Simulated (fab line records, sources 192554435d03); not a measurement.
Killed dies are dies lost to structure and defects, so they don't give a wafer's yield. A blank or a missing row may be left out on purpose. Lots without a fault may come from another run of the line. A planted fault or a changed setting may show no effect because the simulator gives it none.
fab line records | flow n5_finfet
record lots=9 wafers=27 last_day=17
route steps=1938 shown BEOL_M8@1347
lots that met no fault: from a run of the same line without faults
start_h: hours from the record's first day to the start of the lot's first wafer shown | wait_h: hours since the lot's step before | " the same as in the row above | L1.1+2: a row that stands for several wafers | - no value, or no start given | * or withheld: withheld | < > ~ a bound
route shown NAME@n: a module of which the file shows steps, and the number in the route of the first | usual: mean/standard deviation of fault-free wafers | same: alike in all rows | chamber/n: place in a boat | sites: the reading at each site | _std_site: their standard deviation | _edge_site: outer sites' mean less inner sites' | radius_mm: how far each site lies from the wafer's centre | mask NAME#n: copy n | behind: the tool/chamber that last shaped the wafer | hold: why the lot was held/for how many hours/how that ended | device: the transistor (n, p or np) that didn't switch | end of line: the same wafers' tests at the end of the route | a step without rows: its recipe alone | killed: dies lost to structure and defects at the first sort, not the wafer's yield | map: a wafer's dies, x killed, . not, _ none there
set.NAME: the setting as run; set.NAME@STEP: as run at that earlier step | model.NAME: the simulator's own value behind a step, which no gauge read
steps of the route over a sample of lots; a table a step, a row a wafer
services: from which hour (start_h, from the record's first day; less than 0 if before it) a tool's chamber was out of use, for how many hours, and why
## steps
# step N5_BEOL_M8_INSPECT_13
# recipe mode=adi inspect_instrument=brightfield
# usual raw_defect_count=411/92
# columns lot.wafer tool chamber start_h wait_h raw_defect_count
L609.1 defect_inspect-01 - 209.81 0.0 407
L609.3 " - " " 250
L609.4 " - " " 355
L612.1 defect_inspect-02 - 211.35 0.0 370
L612.4 " - " " 400
L612.5 " - " " 599
L611.1 defect_inspect-02 - 218.30 0.0 416
L611.2 " - " " 349
L611.4 " - " " 462
L620.2 defect_inspect-01 - 280.74 0.0 377
L620.3 " - " " 359
L620.4 " - " " 444
L622.1 defect_inspect-01 - 289.84 0.0 336
L622.5 " - " " 378
L622.6 " - " " 434
L628.3 defect_inspect-02 - 314.33 0.0 619
L628.5 " - " " 665
L628.6 " - " " 573
L627.2 defect_inspect-01 - 314.77 0.0 372
L627.4 " - " " 481
L627.5 " - " " 384
L629.2 defect_inspect-02 - 326.84 0.0 425
L629.3 " - " " 456
L629.5 " - " " 632
L632.3 defect_inspect-01 - 342.32 0.0 420
L632.5 " - " " 310
L632.6 " - " " 456
# step N5_BEOL_M8_STRIP_36
# recipe chemistry=N2/H2 power_w=450 temp_c=40 pressure_mtorr=20 rf_frequency_hz=6e+07 overash_fraction=0.3 bias_power_w=7 h2_frac=0.5 n2_flow_sccm=200 h2_flow_sccm=200
# usual drypump_motor_current_A=5.8/0.45 h2_flow_sccm=200.0/0.58 oes_product_au=0.78/0.085 power_w=450.1/1.4 rf_vpp_V=59.1/1.5 showerhead_plenum_p_Torr=2.53/0.054 throttle_valve_pct=23.63/0.3
# columns lot.wafer tool chamber start_h wait_h drypump_motor_current_A h2_flow_sccm oes_product_au power_w rf_hours_counter_h rf_vpp_V showerhead_plenum_p_Torr throttle_valve_pct
L609.1 rie_diel-04 3 211.15 0.0 5.6 200.6 1.01 450.4 1 62.1 2.59 23.31
L609.3 " 1 " " 5.6 199.0 0.81 450.6 100 59.0 2.56 23.89
L609.4 " 2 " " 6.0 201.4 0.78 447.8 113 60.1 2.55 23.41
L612.1 rie_diel-04 0 214.81 0.0 5.3 200.5 0.71 450.7 216 59.8 2.52 23.61
L612.4 " 3 " " 5.6 199.7 1.00 449.0 3 59.7 2.58 23.30
L612.5 " 2 " " 6.0 200.3 0.78 451.5 - 57.5 2.55 23.41
L611.1 rie_diel-04 1 219.75 0.0 5.5 199.8 0.80 450.4 105 61.2 2.56 23.91
L611.2 " 2 " " 5.9 200.7 0.77 450.5 116 57.6 2.55 23.43
L611.4 " 3 " " 5.6 199.0 0.97 449.8 5 61.7 2.58 23.30
L620.2 rie_diel-02 3 282.71 0.0 5.2 198.9 0.69 453.0 227 58.7 2.50 23.32
L620.3 " 1 " " 5.8 199.2 0.73 450.6 186 57.2 2.50 23.47
L620.4 " 2 " " 6.6 199.3 0.72 450.9 206 59.3 2.62 24.04
L622.1 rie_diel-04 0 294.56 0.0 5.3 199.0 0.68 451.3 247 59.2 2.50 23.63
L622.5 " 1 " " 5.5 200.1 0.77 451.1 - 59.3 2.55 23.95
L622.6 " 0 " " 5.3 200.5 0.69 448.5 - 56.5 2.50 23.65
L628.3 rie_diel-01 2 317.17 0.0 5.5 199.9 0.72 449.6 157 59.3 2.44 24.09
L628.5 " 3 " " 6.7 199.9 0.97 448.4 - 56.4 2.58 23.31
L628.6 " 2 " " 5.6 200.1 0.72 451.3 - 59.4 2.44 24.07
L627.2 rie_diel-04 1 317.21 0.0 5.6 200.6 0.76 453.6 144 60.2 2.54 23.93
L627.4 " 1 " " 5.6 199.7 0.76 450.5 - 60.6 2.54 23.93
L627.5 " 3 " " 5.6 200.0 0.89 451.9 - 58.2 2.57 23.37
L629.2 rie_diel-02 2 328.94 0.0 6.6 200.7 0.70 448.1 225 60.3 2.61 24.05
L629.3 " 1 " " 5.9 200.7 0.72 447.8 205 58.0 2.50 23.50
L629.5 " 0 " " 6.1 200.4 0.81 449.4 - 60.2 2.57 23.38
L632.3 rie_diel-01 3 344.69 0.0 6.7 200.1 0.94 451.5 21 60.1 2.57 23.32
L632.5 " 3 " " 6.7 199.8 0.93 450.9 - 60.3 2.57 23.33
L632.6 " 2 " " 5.6 200.7 0.72 450.7 - 62.1 2.43 24.11
# step N5_BEOL_M8_TRENCH_ETCH_37
# recipe chemistry=C4F6/O2 target_depth_a=934.78 target=SiCOH_lowk time_s=31.2 ion_energy_ev=250 pressure_mtorr=30 source_w=345 bias_w=185 Ar_flow_sccm=300 C4F6_flow_sccm=10 O2_flow_sccm=10
# usual drypump_motor_current_A=5.8/0.45 oes_f_703_au=0.78/0.087 oes_product_au=0.78/0.088 rf_fwd_power_W=339.9/1.7 rf_vpp_V=662/10 showerhead_plenum_p_Torr=2.86/0.071 throttle_valve_pct=21.05/0.22
# columns lot.wafer tool chamber start_h wait_h drypump_motor_current_A oes_f_703_au oes_product_au rf_fwd_power_W rf_hours_counter_h rf_vpp_V showerhead_plenum_p_Torr throttle_valve_pct
L609.1 rie_diel-04 3 211.19 - 5.6 1.02 1.02 339.9 1 681 2.93 21.06
L609.3 " 1 " " 5.5 0.82 0.80 337.9 100 661 2.88 21.19
L609.4 " 2 " " 6.0 0.74 0.77 338.8 113 663 2.87 20.68
L612.1 rie_diel-04 0 214.85 - 5.3 0.73 0.70 339.1 216 643 2.83 20.98
L612.4 " 3 " " 5.6 1.01 1.00 339.2 3 679 2.92 21.05
L612.5 " 2 " " 6.0 0.75 0.77 339.1 - 661 2.87 20.68
L611.1 rie_diel-04 1 219.79 - 5.5 0.82 0.80 336.5 105 662 2.88 21.19
L611.2 " 2 " " 6.0 0.75 0.78 341.5 116 662 2.86 20.69
L611.4 " 3 " " 5.6 0.99 0.99 339.6 5 681 2.92 21.07
L620.2 rie_diel-02 3 282.75 - 5.2 0.69 0.68 343.8 227 662 2.84 20.92
L620.3 " 1 " " 5.8 0.76 0.74 338.8 186 653 2.85 21.22
L620.4 " 2 " " 6.6 0.73 0.72 339.6 206 659 2.97 21.50
L622.1 rie_diel-04 0 294.60 - 5.3 0.50 0.63 253.2 247 739 2.82 21.03
L622.5 " 1 " " 5.6 0.56 0.72 254.8 - 761 2.87 21.22
L622.6 " 0 " " 5.3 0.50 0.63 255.6 - 742 2.82 21.03
L628.3 rie_diel-01 2 317.21 - 5.6 0.72 0.73 340.7 157 667 2.71 20.94
L628.5 " 3 " " 6.7 0.93 0.97 339.4 - 676 2.92 20.97
L628.6 " 2 " " 5.6 0.72 0.72 341.2 - 666 2.71 20.98
L627.2 rie_diel-04 1 317.25 - 5.5 0.56 0.71 255.4 144 760 2.86 21.22
L627.4 " 1 " " 5.5 0.55 0.72 256.3 - 761 2.86 21.24
L627.5 " 3 " " 5.6 0.66 0.85 256.8 - 782 2.91 21.09
L629.2 rie_diel-02 2 328.98 - 6.6 0.71 0.69 340.2 225 657 2.96 21.55
L629.3 " 1 " " 5.9 0.76 0.73 337.5 205 653 2.84 21.23
L629.5 " 0 " " 6.1 0.81 0.80 340.0 - 658 2.91 21.04
L632.3 rie_diel-01 3 344.73 - 6.8 0.91 0.94 341.6 21 676 2.91 20.97
L632.5 " 3 " " 6.8 0.91 0.94 339.1 - 676 2.91 20.99
L632.6 " 2 " " 5.6 0.72 0.72 339.3 - 665 2.70 20.98
# step N5_BEOL_M8_OCD_MEAS_38
# usual trench_depth_nm=92.8/1.8
# columns lot.wafer tool chamber start_h wait_h trench_depth_nm
L609.1 ocd-01 - 211.34 - 96.2
L609.3 " - " " 95.4
L609.4 " - " " 92.8
L612.1 ocd-01 - 215.01 - 92.1
L612.4 " - " " 94.2
L612.5 " - " " 91.4
L611.1 ocd-02 - 219.94 - 95.3
L611.2 " - " " 93.6
L611.4 " - " " 95.3
L620.2 ocd-01 - 282.91 - 91.0
L620.3 " - " " 92.6
L620.4 " - " " 93.6
L622.1 ocd-01 - 294.76 - 82.3
L622.5 " - " " 84.9
L622.6 " - " " 83.0
L628.3 ocd-02 - 317.37 - 90.2
L628.5 " - " " 95.6
L628.6 " - " " 89.5
L627.2 ocd-01 - 317.41 - 84.6
L627.4 " - " " 85.2
L627.5 " - " " 85.6
L629.2 ocd-01 - 329.14 - 90.9
L629.3 " - " " 92.7
L629.5 " - " " 90.0
L632.3 ocd-01 - 344.89 - 96.2
L632.5 " - " " 96.2
L632.6 " - " " 90.1
# step N5_BEOL_M8_PRE_CLEAN_45
# recipe gas=H2/He time_s=30 temp_c=250
# usual heater_power_w=321/34 susceptor_temp_C=249.99/0.17
# columns lot.wafer tool chamber start_h wait_h heater_power_w susceptor_temp_C
L609.1 pvd_sputter-01 - 211.99 0.0 293 250.12
L609.3 " - " " 320 249.91
L609.4 " - " " 369 250.13
L612.1 pvd_sputter-03 - 215.75 0.0 340 249.82
L612.4 " - " " 281 249.94
L612.5 " - " " 331 250.02
L611.1 pvd_sputter-03 - 221.41 0.0 313 250.03
L611.2 " - " " 332 250.03
L611.4 " - " " 329 250.29
L620.2 pvd_sputter-01 - 283.50 0.0 316 250.25
L620.3 " - " " 378 249.93
L620.4 " - " " 292 250.06
L622.1 pvd_sputter-02 - 295.65 0.0 319 250.03
L622.5 " - " " 312 250.22
L622.6 " - " " 410 249.79
L628.3 pvd_sputter-03 - 318.22 0.0 339 249.75
L628.5 " - " " 305 250.10
L628.6 " - " " 333 249.81
L627.2 pvd_sputter-03 - 318.30 0.0 276 250.09
L627.4 " - " " 323 249.91
L627.5 " - " " 332 250.10
L629.2 pvd_sputter-03 - 330.08 0.0 324 249.92
L629.3 " - " " 336 250.05
L629.5 " - " " 336 250.20
L632.3 pvd_sputter-02 - 345.75 0.0 417 250.00
L632.5 " - " " 305 249.67
L632.6 " - " " 309 250.16
# step N5_BEOL_M8_THK_MEAS_53
# recipe thk_meas_gauge=xrf reads=Cu_of_BEOL_M8_ECD_50
# usual M8_THK=81.9/2.1
# columns lot.wafer tool chamber start_h wait_h M8_THK[nm]
L609.1 film_metro-02 - 214.96 - 83.5
L609.3 " - " " 83.4
L609.4 " - " " 82.4
L612.1 film_metro-01 - 217.59 - 81.3
L612.4 " - " " 81.4
L612.5 " - " " 82.4
L611.1 film_metro-02 - 223.31 - 85.8
L611.2 " - " " 83.9
L611.4 " - " " 85.2
L620.2 film_metro-01 - 285.46 - 83.2
L620.3 " - " " 81.0
L620.4 " - " " 83.6
L622.1 film_metro-01 - 297.37 - 69.2
L622.5 " - " " 73.3
L622.6 " - " " 70.9
L628.3 film_metro-02 - 319.82 - 79.5
L628.5 " - " " 84.9
L628.6 " - " " 79.4
L627.2 film_metro-02 - 320.15 - 72.6
L627.4 " - " " 73.2
L627.5 " - " " 74.2
L629.2 film_metro-02 - 332.10 - 78.3
L629.3 " - " " 81.0
L629.5 " - " " 78.3
L632.3 film_metro-02 - 347.55 - 85.4
L632.5 " - " " 84.1
L632.6 " - " " 79.2
# step N5_BEOL_M8_RS_MEAS_57
# recipe thk_meas_gauge=four-point-probe reads=Cu_of_BEOL_M8_ECD_50+Co_of_BEOL_M8_CVD_78+TaN_of_BEOL_M8_ALD_77
# usual M8_RS=0.289/0.0081
# columns lot.wafer tool chamber start_h wait_h M8_RS[ohm/sq]
L609.1 film_metro-01 - 215.09 0.1 0.284
L609.3 " - " " 0.283
L609.4 " - " " 0.288
L612.1 film_metro-01 - 217.75 0.1 0.288
L612.4 " - " " 0.289
L612.5 " - " " 0.286
L611.1 film_metro-01 - 223.45 0.1 0.275
L611.2 " - " " 0.283
L611.4 " - " " 0.278
L620.2 film_metro-02 - 285.59 0.1 0.284
L620.3 " - " " 0.292
L620.4 " - " " 0.283
L622.1 film_metro-02 - 297.50 0.1 0.350
L622.5 " - " " 0.326
L622.6 " - " " 0.339
L628.3 film_metro-02 - 319.95 0.1 0.300
L628.5 " - " " 0.277
L628.6 " - " " 0.302
L627.2 film_metro-02 - 320.28 0.1 0.332
L627.4 " - " " 0.328
L627.5 " - " " 0.324
L629.2 film_metro-01 - 332.23 0.1 0.302
L629.3 " - " " 0.290
L629.5 " - " " 0.303
L632.3 film_metro-02 - 347.69 0.1 0.278
L632.5 " - " " 0.284
L632.6 " - " " 0.303
## services
# columns tool chamber start_h hours kind
rie_diel-04 0 192.97 14.7 repair
pvd_sputter-02 - 205.02 2.0 repair
rie_diel-01 3 242.29 6.0 repair
pvd_sputter-01 - 246.25 3.0 repair
rie_diel-01 1 269.22 5.2 repair
rie_diel-01 - 280.26 14.6 pm
rie_diel-04 0 305.44 - clean
rie_diel-04 0 305.44 - consumable_replace:focus_ring
rie_diel-04 0 305.44 17.7 scheduled_down
rie_diel-04 0 305.44 17.7 vent_cycle
rie_diel-01 1 315.35 8.1 repair
rie_diel-02 1 318.16 4.5 repair
rie_diel-02 3 322.29 6.9 repair
pvd_sputter-01 - 335.05 1.8 repair
rie_diel-02 3 343.56 - clean
rie_diel-02 3 343.56 - consumable_replace:focus_ring
rie_diel-02 3 343.56 21.9 scheduled_down
rie_diel-02 3 343.56 21.9 vent_cycle
## key
first_sign step=N5_BEOL_M8_TRENCH_ETCH_37 reading=rf_fwd_power_W direction=down sigmas=51 usual=* struck=*
effect step=N5_BEOL_M8_TRENCH_ETCH_37 reading=rf_vpp_V direction=up sigmas=9.4 usual=662 struck=758
effect step=N5_BEOL_M8_OCD_MEAS_38 reading=trench_depth_nm direction=down sigmas=4.8 usual=92.8 struck=84.3
effect step=N5_BEOL_M8_THK_MEAS_53 reading=M8_THK direction=down sigmas=4.7 usual=81.9 struck=72.2
effect step=N5_BEOL_M8_RS_MEAS_57 reading=M8_RS direction=up sigmas=5.4 usual=0.289 struck=0.333
met_at N5_BEOL_M8_TRENCH_ETCH_37
struck_lots L622,L627
not_acting_at N5_BEOL_M8_INSPECT_13,N5_BEOL_M8_STRIP_36,N5_BEOL_M8_PRE_CLEAN_45
onset_between 219.79 294.60
fault kind=process_parameter_drift tool=rie_diel-04 chamber=- onset_h=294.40 steps=N5_BEOL_M8_TRENCH_ETCH_37 channel=source_w offset=-82.8 shape=step end_h=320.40 acts_in=these_recipes_only stated=345
